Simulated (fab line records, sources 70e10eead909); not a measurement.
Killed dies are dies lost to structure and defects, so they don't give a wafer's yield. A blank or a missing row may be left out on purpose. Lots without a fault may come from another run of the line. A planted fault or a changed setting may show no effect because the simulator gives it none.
Which tool did it? | flow nand_harc | 13 lots, 39 wafers sampled, at 5 steps of a route of 1302

WHAT THE GAUGES READ, wafer by wafer
NHARC_P_ZERO_WELL_CD_MEAS_37: target cd 720 nm. Usual: cd_nm 719.2 nm, standard deviation 1.8.
lot  | measured     | on        | cd_nm (nm)        | flag
L459 | day 2 00:13  | cd_sem-02 | 721.4 716.8 721.3 |
L461 | day 2 20:14  | cd_sem-03 | 721.0 721.2 719.9 |
L463 | day 3 16:16  | cd_sem-01 | 719.8 719.7 718.5 |
L468 | day 5 18:17  | cd_sem-01 | 721.7 716.2 720.8 |
L472 | day 7 10:30  | cd_sem-03 | 719.7 719.1 719.3 |
L473 | day 7 20:08  | cd_sem-02 | 722.3 716.6 721.6 |
L474 | day 8 06:01  | cd_sem-03 | 721.8 718.6 719.6 |
L475 | day 8 16:16  | cd_sem-02 | 719.8 717.5 718.3 |
L476 | day 9 02:10  | cd_sem-02 | 721.8 720.2 719.4 |
L478 | day 9 22:17  | cd_sem-02 | 720.4 719.9 721.9 |
L479 | day 10 08:01 | cd_sem-02 | 721.0 717.4 722.4 |
L480 | day 10 18:20 | cd_sem-03 | 720.5 719.2 719.0 |
L481 | day 11 03:56 | cd_sem-02 | 721.6 718.8 718.2 |

NHARC_END_SORT_01. Usual: killed_at_array 62, standard deviation 22; killed_at_other 1.0, standard deviation 1.4; killed_at_periphery 4.2, standard deviation 2.8; killed_dies 67, standard deviation 23; killed_open 3.1, standard deviation 1.7; killed_short 2.1, standard deviation 1.5.
lot  | measured     | on        | killed_at_array | killed_at_other | killed_at_periphery | killed_dies | killed_open | killed_short | flag
L459 | day 25 07:16 | prober-02 | 46 57           | 0 1             | 5 2                 | 51 60       | 3 6         | 3 1          |

WHICH TOOL RAN EACH LOT (tool, then ch and the chambers of the sampled wafers, then the start)
lot  | NHARC_P_ZERO_WELL_DESCUM_26        | NHARC_P_ZERO_WELL_DESCUM_54        | NHARC_P_GATE_HM_DEP_102
L459 | rie_diel-01 ch 0,3, day 1 22:45    | rie_diel-05 ch 0,3, day 2 03:29    | acl_dep-03 ch 0, day 5 00:32 and acl_dep-01 ch 0, day 5 01:44
L461 | rie_diel-01 ch 0,2,3, day 2 18:46  | rie_diel-05 ch 1,2, day 2 22:02    | acl_dep-02 ch 0, day 5 16:54 and acl_dep-01 ch 0, day 5 19:04
L463 | rie_diel-05 ch 0,1,2, day 3 14:47  | rie_diel-05 ch 0,1,3, day 3 18:04  | acl_dep-03 ch 0, day 6 13:56 and acl_dep-01 ch 0, day 6 15:31
L468 | rie_diel-04 ch 2,3, day 5 16:49    | rie_diel-05 ch 2,3, day 5 19:58    | acl_dep-03 ch 0, day 8 22:23
L472 | rie_diel-05 ch 0,3, day 7 08:59    | rie_diel-04 ch 0,1, day 7 12:19    | acl_dep-01 ch 0, day 10 23:14
L473 | rie_diel-05 ch 0,1,2, day 7 18:40  | rie_diel-04 ch 1,2, day 7 21:59    | acl_dep-03 ch 0, day 11 00:07
L474 | rie_diel-05 ch 0,3, day 8 04:32    | rie_diel-05 ch 0,1, day 8 07:50    | acl_dep-01 ch 0, day 10 23:46
L475 | rie_diel-05 ch 0,1,3, day 8 14:53  | rie_diel-01 ch 1,3, day 8 18:16    | acl_dep-02 ch 0, day 11 16:41
L476 | rie_diel-05 ch 1,2, day 9 00:37    | rie_diel-04 ch 0,2,3, day 9 03:52  | acl_dep-01 ch 0, day 12 01:18
L478 | rie_diel-05 ch 1,2,3, day 9 20:50  | rie_diel-01 ch 2,3, day 9 23:59    | acl_dep-01 ch 0, day 13 00:41
L479 | rie_diel-04 ch 0,1,3, day 10 06:41 | rie_diel-05 ch 0,2, day 10 09:52   | acl_dep-01 ch 0, day 13 06:31
L480 | rie_diel-04 ch 0,1, day 10 16:59   | rie_diel-04 ch 0,1,2, day 10 20:10 | acl_dep-01 ch 0, day 13 23:34
L481 | rie_diel-05 ch 0,1,2, day 11 02:37 | rie_diel-04 ch 1,2,3, day 11 05:46 | acl_dep-02 ch 0, day 13 23:36
- NHARC_P_ZERO_WELL_DESCUM_26: chemistry O2, time 3 s.
- NHARC_P_ZERO_WELL_DESCUM_54: chemistry O2, time 3 s.
- NHARC_P_GATE_HM_DEP_102: deposits aC, target thk 120 nm.

WHAT THE TOOLS THEMSELVES READ (means of the sampled wafers that have a number; where no wafer has one, the mark that the record gives instead)
NHARC_P_ZERO_WELL_DESCUM_26. Usual: drypump_motor_current_A 5.7 A, standard deviation 0.53; oes_product_au 1.002 a.u., standard deviation 0.011; rf_vpp_V 57.8 V, standard deviation 0.87; showerhead_plenum_p_Torr 1.90 Torr, standard deviation 0.073; throttle_valve_pct 11.310 %, standard deviation 0.0082.
lot  | tool        | drypump_motor_current_A (A) | oes_product_au (a.u.) | rf_vpp_V (V) | showerhead_plenum_p_Torr (Torr) | throttle_valve_pct (%) | flag
L459 | rie_diel-01 | 6.4                         | 0.993                 | 56.7         | 1.89                            | 11.304                 |
L461 | rie_diel-01 | 6.4                         | 1.011                 | 56.9         | 1.89                            | 11.307                 |
L463 | rie_diel-05 | 5.5                         | 1.002                 | 58.7         | 1.88                            | 11.312                 |
L468 | rie_diel-04 | 6.1                         | 0.988                 | 58.3         | 1.86                            | 11.319                 |
L472 | rie_diel-05 | 5.7                         | 0.989                 | 58.0         | 1.88                            | 11.296                 |
L473 | rie_diel-05 | 5.5                         | 0.993                 | 57.8         | 1.87                            | 11.305                 |
L474 | rie_diel-05 | 5.7                         | 0.992                 | 58.3         | 1.88                            | 11.305                 |
L475 | rie_diel-05 | 5.4                         | 0.997                 | 57.4         | 1.93                            | 11.312                 |
L476 | rie_diel-05 | 5.4                         | 1.003                 | 57.1         | 1.86                            | 11.307                 |
L478 | rie_diel-05 | 5.3                         | 1.001                 | 57.5         | 1.92                            | 11.305                 |
L479 | rie_diel-04 | 5.8                         | 0.998                 | 57.9         | 1.86                            | 11.312                 |
L480 | rie_diel-04 | 5.6                         | 1.008                 | 57.2         | 1.88                            | 11.310                 |
L481 | rie_diel-05 | 5.6                         | 1.000                 | 58.5         | 1.87                            | 11.309                 |

NHARC_P_ZERO_WELL_DESCUM_54. Usual: drypump_motor_current_A 5.8 A, standard deviation 0.51; oes_product_au 1.004 a.u., standard deviation 0.01; rf_vpp_V 57.7 V, standard deviation 0.77; showerhead_plenum_p_Torr 1.90 Torr, standard deviation 0.066; throttle_valve_pct 11.310 %, standard deviation 0.0091.
lot  | tool        | drypump_motor_current_A (A) | oes_product_au (a.u.) | rf_vpp_V (V) | showerhead_plenum_p_Torr (Torr) | throttle_valve_pct (%) | flag
L459 | rie_diel-05 | 5.5                         | 0.995                 | 57.8         | 1.96                            | 11.308                 |
L461 | rie_diel-05 | 5.4                         | 1.003                 | 58.3         | 1.88                            | 11.314                 |
L463 | rie_diel-05 | 5.4                         | 1.004                 | 58.7         | 1.94                            | 11.307                 |
L468 | rie_diel-05 | 5.4                         | 0.994                 | 57.8         | 1.94                            | 11.306                 |
L472 | rie_diel-04 | 5.5                         | 1.017                 | 58.7         | 1.90                            | 11.306                 |
L473 | rie_diel-04 | 5.5                         | 1.010                 | 57.6         | 1.92                            | 11.307                 |
L474 | rie_diel-05 | 5.3                         | 1.001                 | 57.6         | 1.93                            | 11.314                 |
L475 | rie_diel-01 | 6.2                         | 1.015                 | 57.6         | 1.92                            | 11.310                 |
L476 | rie_diel-04 | 5.7                         | 1.003                 | 58.2         | 1.89                            | 11.307                 |
L478 | rie_diel-01 | 6.2                         | 0.988                 | 57.9         | 1.90                            | 11.310                 |
L479 | rie_diel-05 | 5.8                         | 1.004                 | 57.3         | 1.81                            | 11.307                 |
L480 | rie_diel-04 | 5.5                         | 0.999                 | 57.3         | 1.91                            | 11.313                 |
L481 | rie_diel-04 | 5.8                         | 1.000                 | 58.2         | 1.87                            | 11.305                 |

NHARC_P_GATE_HM_DEP_102. Usual: throttle_valve_pct 34.998 %, standard deviation 0.0084.
lot  | tool                  | throttle_valve_pct (%) | flag
L459 | acl_dep-03/acl_dep-01 | 34.992                 |
L461 | acl_dep-02/acl_dep-01 | 35.002                 |
L463 | acl_dep-03/acl_dep-01 | 35.005                 |
L468 | acl_dep-03            | 34.993                 |
L472 | acl_dep-01            | 35.005                 |
L473 | acl_dep-03            | 34.992                 |
L474 | acl_dep-01            | 35.002                 |
L475 | acl_dep-02            | 34.996                 |
L476 | acl_dep-01            | 35.001                 |
L478 | acl_dep-01            | 34.998                 |
L479 | acl_dep-01            | 35.000                 |
L480 | acl_dep-01            | 35.002                 |
L481 | acl_dep-02            | 35.000                 |

THE ANSWER, worked out from the rows above alone
Rule: a lot is off if the mean of its wafers that have a number lies more than 3 standard deviations from the usual mean. A lot without any number at a reading at which 4 lots or more have one is off too. The other lots that the step has rows for count as sound. The gauges are gone through in route order, then the tools' own readings, and for those a lot's mean is taken as printed above. The first step at which some lot is off is used, and at that step the reading that is off furthest; a lot without a number counts as furthest.
No lot is off at any reading shown: from this, nothing can be told.

WHAT THE SIMULATOR HAD PUT IN
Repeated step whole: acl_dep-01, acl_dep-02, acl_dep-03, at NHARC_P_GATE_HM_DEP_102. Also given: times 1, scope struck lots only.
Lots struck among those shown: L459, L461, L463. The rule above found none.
